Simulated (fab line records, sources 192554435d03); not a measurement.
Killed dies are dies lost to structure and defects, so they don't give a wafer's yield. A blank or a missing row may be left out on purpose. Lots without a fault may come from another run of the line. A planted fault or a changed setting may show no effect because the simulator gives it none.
Which tool did it? | flow n5_finfet | 24 lots, 72 wafers sampled, at 6 steps of a route of 1938

WHAT THE GAUGES READ, wafer by wafer
N5_BEOL_M11_THK_MEAS_53: measures by xrf. Usual: M11_THK 140 nm, standard deviation 3.8.
lot  | measured     | on            | M11_THK (nm) | flag
L074 | day 13 21:20 | film_metro-02 | 138 140 138  |
L077 | day 14 12:22 | film_metro-01 | 141 138 140  |
L075 | day 14 18:47 | film_metro-01 | 144 140 150  |
L076 | day 14 22:37 | film_metro-02 | 135 143 137  |
L078 | day 15 06:52 | film_metro-02 | 136 139 138  |
L080 | day 15 18:48 | film_metro-01 | 141 147 144  |
L082 | day 15 23:08 | film_metro-02 | 140 144 151  |
L079 | day 16 04:25 | film_metro-01 | 145 143 135  |
L086 | day 17 02:28 | film_metro-02 | 139 143 141  |
L081 | day 17 07:41 | film_metro-02 | 138 140 139  |
L083 | day 17 10:13 | film_metro-02 | 139 140 140  |
L084 | day 17 12:53 | film_metro-02 | 140 134 137  |
L090 | day 17 22:17 | film_metro-01 | 140 142 142  |
L085 | day 17 22:37 | film_metro-01 | 144 140 136  |
L089 | day 18 11:17 | film_metro-02 | 138 137 144  |
L087 | day 18 17:52 | film_metro-01 | 142 139 138  |
L088 | day 18 18:35 | film_metro-01 | 137 137 141  |
L091 | day 18 21:19 | film_metro-02 | 141 147 149  |
L096 | day 19 03:28 | film_metro-01 | 140 135 138  |
L092 | day 19 03:59 | film_metro-01 | 139 144 137  |
L094 | day 19 04:53 | film_metro-02 | 139 144 140  |
L093 | day 19 22:26 | film_metro-02 | 141 137 136  |
L095 | day 19 23:35 | film_metro-02 | 146 143 135  |
L097 | day 20 06:59 | film_metro-01 | 137 144 147  |

N5_BEOL_M12_THK_MEAS_01. Usual: M12_ILD_THK 656 nm, standard deviation 11.
lot  | measured     | on            | M12_ILD_THK (nm) | flag
L074 | day 13 21:39 | film_metro-01 | 659 671 660      |
L077 | day 14 12:41 | film_metro-02 | 648 644 655      |
L075 | day 14 19:07 | film_metro-02 | 650 665 667      |
L076 | day 14 22:58 | film_metro-01 | 653 666 657      |
L078 | day 15 07:11 | film_metro-02 | 663 676 654      |
L080 | day 15 19:11 | film_metro-01 | 630 661 659      |
L082 | day 15 23:27 | film_metro-02 | 638 678 658      |
L079 | day 16 04:44 | film_metro-01 | 671 667 677      |
L086 | day 17 02:47 | film_metro-01 | 646 659 647      |
L081 | day 17 08:07 | film_metro-01 | 651 667 671      |
L083 | day 17 10:38 | film_metro-02 | 665 656 675      |
L084 | day 17 13:19 | film_metro-01 | 636 650 653      |
L090 | day 17 22:36 | film_metro-02 | 660 664 666      |
L085 | day 17 22:56 | film_metro-02 | 665 670 674      |
L089 | day 18 11:35 | film_metro-01 | 653 646 663      |
L087 | day 18 18:11 | film_metro-01 | 656 632 656      |
L088 | day 18 18:54 | film_metro-02 | 659 660 663      |
L091 | day 18 21:38 | film_metro-02 | 641 672 671      |
L096 | day 19 03:50 | film_metro-02 | 655 641 657      |
L092 | day 19 04:20 | film_metro-02 | 653 631 661      |
L094 | day 19 05:13 | film_metro-01 | 650 635 646      |
L093 | day 19 22:46 | film_metro-02 | 652 673 663      |
L095 | day 19 23:54 | film_metro-02 | 659 645 648      |
L097 | day 20 07:18 | film_metro-02 | 663 654 667      |

N5_BEOL_M12_RS_MEAS_54: measures by four-point-probe. Usual: M12_RS 0.0603 ohm/sq, standard deviation 0.0014.
lot  | measured     | on            | M12_RS (ohm/sq)      | flag
L074 | day 14 03:11 | film_metro-01 | 0.0624 0.0624 0.0621 |
L077 | day 14 20:06 | film_metro-01 | 0.0620 0.0629 0.0618 |
L075 | day 14 23:55 | film_metro-02 | 0.0590 0.0598 0.0595 |
L076 | day 15 06:01 | film_metro-02 | 0.0612 0.0586 0.0611 |
L078 | day 15 12:17 | film_metro-01 | 0.0593 0.0607 0.0602 |
L080 | day 15 23:11 | film_metro-02 | 0.0598 0.0591 0.0609 |
L082 | day 16 02:50 | film_metro-01 | 0.0594 0.0617 0.0596 |
L079 | day 16 15:34 | film_metro-01 | 0.0606 0.0600 0.0602 |
L086 | day 17 07:07 | film_metro-01 | 0.0596 0.0594 0.0584 |
L081 | day 17 13:20 | film_metro-01 | 0.0579 0.0622 0.0607 |
L083 | day 17 18:18 | film_metro-01 | 0.0601 0.0593 0.0589 |
L084 | day 17 18:35 | film_metro-02 | 0.0600 0.0601 0.0590 |
L090 | day 18 03:54 | film_metro-01 | 0.0590 0.0609 0.0595 |
L085 | day 18 04:32 | film_metro-02 | 0.0590 0.0630 0.0580 |
L089 | day 18 19:21 | film_metro-02 | 0.0602 0.0588 0.0610 |
L087 | day 18 22:53 | film_metro-01 | 0.0581 0.0616 0.0614 |
L088 | day 18 23:20 | film_metro-01 | 0.0627 0.0588 0.0612 |
L091 | day 19 03:22 | film_metro-01 | 0.0595 0.0613 0.0611 |
L096 | day 19 14:31 | film_metro-01 | 0.0618 0.0586 0.0611 |
L092 | day 19 17:55 | film_metro-01 | 0.0582 0.0603 0.0605 |
L094 | day 19 17:58 | film_metro-01 | 0.0589 0.0613 0.0632 |
L093 | day 20 03:38 | film_metro-01 | 0.0623 0.0588 0.0620 |
L095 | day 20 04:04 | film_metro-01 | 0.0606 0.0595 0.0602 |
L097 | day 20 11:10 | film_metro-01 | 0.0608 0.0584 0.0596 |

WHICH TOOL RAN EACH LOT (tool, then ch and the chambers of the sampled wafers, then the start)
lot  | N5_BEOL_M11_ALD_74                  | N5_BEOL_M12_SPUTTER_44       | N5_BEOL_M12_DEP_53
L074 | ald_metal-01 ch 0,2, day 13 19:02   | pvd_sputter-03, day 14 01:53 | pecvd-01 ch 1,2, day 14 03:08
L077 | ald_metal-03 ch 0,2, day 14 11:02   | pvd_sputter-03, day 14 18:58 | pecvd-02 ch 1,2, day 14 20:02
L075 | ald_metal-03 ch 0,2,3, day 14 17:07 | pvd_sputter-03, day 14 22:41 | pecvd-04 ch 0,1, day 14 23:51
L076 | ald_metal-02 ch 0,1,2, day 14 19:38 | pvd_sputter-01, day 15 04:55 | pecvd-04 ch 0,2, day 15 05:56
L078 | ald_metal-02 ch 1,2,3, day 15 04:59 | pvd_sputter-03, day 15 11:14 | pecvd-01 ch 0,1,2, day 15 12:13
L080 | ald_metal-03 ch 0,1, day 15 17:28   | pvd_sputter-01, day 15 21:56 | pecvd-02 ch 0,1,2, day 15 23:07
L082 | ald_metal-02 ch 0,1, day 15 21:45   | pvd_sputter-03, day 16 01:46 | pecvd-02 ch 0,1,2, day 16 02:46
L079 | ald_metal-02 ch 0,1, day 16 03:07   | pvd_sputter-01, day 16 14:30 | pecvd-04 ch 0,1,2, day 16 15:31
L086 | ald_metal-03 ch 0,1,3, day 17 00:53 | pvd_sputter-01, day 17 05:50 | pecvd-02 ch 0,2, day 17 07:02
L081 | ald_metal-03 ch 2,3, day 17 05:38   | pvd_sputter-02, day 17 12:16 | pecvd-01 ch 0,2, day 17 13:16
L083 | ald_metal-02 ch 1,2,3, day 17 08:51 | pvd_sputter-03, day 17 17:14 | pecvd-01 ch 0,1,2, day 17 18:14
L084 | ald_metal-01 ch 0,1,3, day 17 11:30 | pvd_sputter-01, day 17 17:25 | pecvd-02 ch 0, day 17 18:28
L090 | ald_metal-01 ch 0,2,3, day 17 20:50 | pvd_sputter-03, day 18 02:50 | pecvd-04 ch 0,1, day 18 03:50
L085 | ald_metal-02 ch 1,2,3, day 17 20:59 | pvd_sputter-01, day 18 03:26 | pecvd-02 ch 0,2, day 18 04:27
L089 | ald_metal-01 ch 0,2,3, day 18 09:49 | pvd_sputter-01, day 18 18:07 | pecvd-01 ch 0,1,2, day 18 19:17
L087 | ald_metal-02 ch 1,3, day 18 16:05   | pvd_sputter-02, day 18 21:05 | pecvd-04 ch 0,1, day 18 22:49
L088 | ald_metal-02 ch 1,2,3, day 18 16:39 | pvd_sputter-02, day 18 21:27 | pecvd-02 ch 0,2, day 18 23:15
L091 | ald_metal-03 ch 1,2,3, day 18 17:59 | pvd_sputter-01, day 19 02:16 | pecvd-01 ch 0,1, day 19 03:19
L096 | ald_metal-02 ch 0,2, day 19 01:55   | pvd_sputter-03, day 19 12:59 | pecvd-04 ch 0,2, day 19 14:26
L092 | ald_metal-03 ch 0,2, day 19 02:11   | pvd_sputter-02, day 19 16:35 | pecvd-04 ch 0,1, day 19 17:51
L094 | ald_metal-03 ch 0,2,3, day 19 02:44 | pvd_sputter-01, day 19 16:36 | pecvd-04 ch 1,2, day 19 17:54
L093 | ald_metal-01 ch 1,2, day 19 20:30   | pvd_sputter-01, day 20 02:35 | pecvd-04 ch 0,1,2, day 20 03:34
L095 | ald_metal-02 ch 1,3, day 19 22:08   | pvd_sputter-03, day 20 03:00 | pecvd-02 ch 1,2, day 20 04:01
L097 | ald_metal-03 ch 0,1, day 20 05:37   | pvd_sputter-02, day 20 10:05 | pecvd-02 ch 0,1,2, day 20 11:07
- N5_BEOL_M11_ALD_74: deposits TaN, target thk 2 nm, pulse time 2 s, purge time 3 s.
- N5_BEOL_M12_SPUTTER_44: material Ta, target thk 10 nm, time 16.13 s.
- N5_BEOL_M12_DEP_53: deposits SiCN from 3MS/NH3, target thk 30 nm, time 10.5 s.

WHAT THE TOOLS THEMSELVES READ (means of the sampled wafers that have a number; where no wafer has one, the mark that the record gives instead)
N5_BEOL_M11_ALD_74. Usual: heater_power_w 440 W, standard deviation 55.
lot  | tool         | heater_power_w (W) | flag
L074 | ald_metal-01 | 388                |
L077 | ald_metal-03 | 418                |
L075 | ald_metal-03 | 443                |
L076 | ald_metal-02 | 460                |
L078 | ald_metal-02 | 420                |
L080 | ald_metal-03 | 491                |
L082 | ald_metal-02 | 511                |
L079 | ald_metal-02 | 497                |
L086 | ald_metal-03 | 484                |
L081 | ald_metal-03 | 417                |
L083 | ald_metal-02 | 425                |
L084 | ald_metal-01 | 399                |
L090 | ald_metal-01 | 387                |
L085 | ald_metal-02 | 420                |
L089 | ald_metal-01 | 391                |
L087 | ald_metal-02 | 429                |
L088 | ald_metal-02 | 422                |
L091 | ald_metal-03 | 462                |
L096 | ald_metal-02 | 409                |
L092 | ald_metal-03 | 440                |
L094 | ald_metal-03 | 447                |
L093 | ald_metal-01 | 398                |
L095 | ald_metal-02 | 426                |
L097 | ald_metal-03 | 494                |

N5_BEOL_M12_SPUTTER_44. Usual: bias_v 80.0 V, standard deviation 0.78; throttle_valve_pct 29.9 %, standard deviation 0.78.
lot  | tool           | bias_v (V) | throttle_valve_pct (%) | flag
L074 | pvd_sputter-03 | 79.8       | 30.8                   |
L077 | pvd_sputter-03 | 79.9       | 30.2                   |
L075 | pvd_sputter-03 | 80.3       | 29.7                   |
L076 | pvd_sputter-01 | 80.1       | 29.4                   |
L078 | pvd_sputter-03 | 79.7       | 29.7                   |
L080 | pvd_sputter-01 | 79.5       | 29.7                   |
L082 | pvd_sputter-03 | 80.1       | 29.8                   |
L079 | pvd_sputter-01 | 80.2       | 29.6                   |
L086 | pvd_sputter-01 | 80.3       | 29.9                   |
L081 | pvd_sputter-02 | 79.8       | 29.4                   |
L083 | pvd_sputter-03 | 80.2       | 30.0                   |
L084 | pvd_sputter-01 | 79.5       | 30.5                   |
L090 | pvd_sputter-03 | 80.5       | 29.5                   |
L085 | pvd_sputter-01 | 80.9       | 30.0                   |
L089 | pvd_sputter-01 | 81.0       | 29.9                   |
L087 | pvd_sputter-02 | 80.1       | 29.5                   |
L088 | pvd_sputter-02 | 80.2       | 29.6                   |
L091 | pvd_sputter-01 | 80.6       | 30.6                   |
L096 | pvd_sputter-03 | 80.0       | 31.0                   |
L092 | pvd_sputter-02 | 79.6       | 30.2                   |
L094 | pvd_sputter-01 | 80.0       | 30.1                   |
L093 | pvd_sputter-01 | 79.7       | 30.1                   |
L095 | pvd_sputter-03 | 79.5       | 29.8                   |
L097 | pvd_sputter-02 | 79.5       | 29.9                   |

N5_BEOL_M12_DEP_53. Usual: showerhead_plenum_p_Torr 4.157 Torr, standard deviation 0.017; throttle_valve_pct 18.2 %, standard deviation 1.5.
lot  | tool     | showerhead_plenum_p_Torr (Torr) | throttle_valve_pct (%) | flag
L074 | pecvd-01 | 4.179                           | 16.9                   |
L077 | pecvd-02 | 4.155                           | 17.4                   |
L075 | pecvd-04 | 4.165                           | 20.1                   |
L076 | pecvd-04 | 4.157                           | 18.7                   |
L078 | pecvd-01 | 4.157                           | 17.8                   |
L080 | pecvd-02 | 4.157                           | 17.5                   |
L082 | pecvd-02 | 4.154                           | 17.6                   |
L079 | pecvd-04 | 4.160                           | 19.1                   |
L086 | pecvd-02 | 4.152                           | 17.3                   |
L081 | pecvd-01 | 4.157                           | 18.0                   |
L083 | pecvd-01 | 4.159                           | 17.8                   |
L084 | pecvd-02 | 4.159                           | 17.5                   |
L090 | pecvd-04 | 4.168                           | 20.4                   |
L085 | pecvd-02 | 4.146                           | 17.4                   |
L089 | pecvd-01 | 4.171                           | 17.9                   |
L087 | pecvd-04 | 4.168                           | 20.4                   |
L088 | pecvd-02 | 4.151                           | 17.2                   |
L091 | pecvd-01 | 4.148                           | 18.3                   |
L096 | pecvd-04 | 4.164                           | 19.0                   |
L092 | pecvd-04 | 4.171                           | 20.6                   |
L094 | pecvd-04 | 4.151                           | 18.1                   |
L093 | pecvd-04 | 4.161                           | 19.3                   |
L095 | pecvd-02 | 4.157                           | 17.3                   |
L097 | pecvd-02 | 4.150                           | 17.3                   |

THE ANSWER, worked out from the rows above alone
Rule: a lot is off if the mean of its wafers that have a number lies more than 3 standard deviations from the usual mean. A lot without any number at a reading at which 4 lots or more have one is off too. The other lots that the step has rows for count as sound. The gauges are gone through in route order, then the tools' own readings, and for those a lot's mean is taken as printed above. The first step at which some lot is off is used, and at that step the reading that is off furthest; a lot without a number counts as furthest.
No lot is off at any reading shown: from this, nothing can be told.

WHAT THE SIMULATOR HAD PUT IN
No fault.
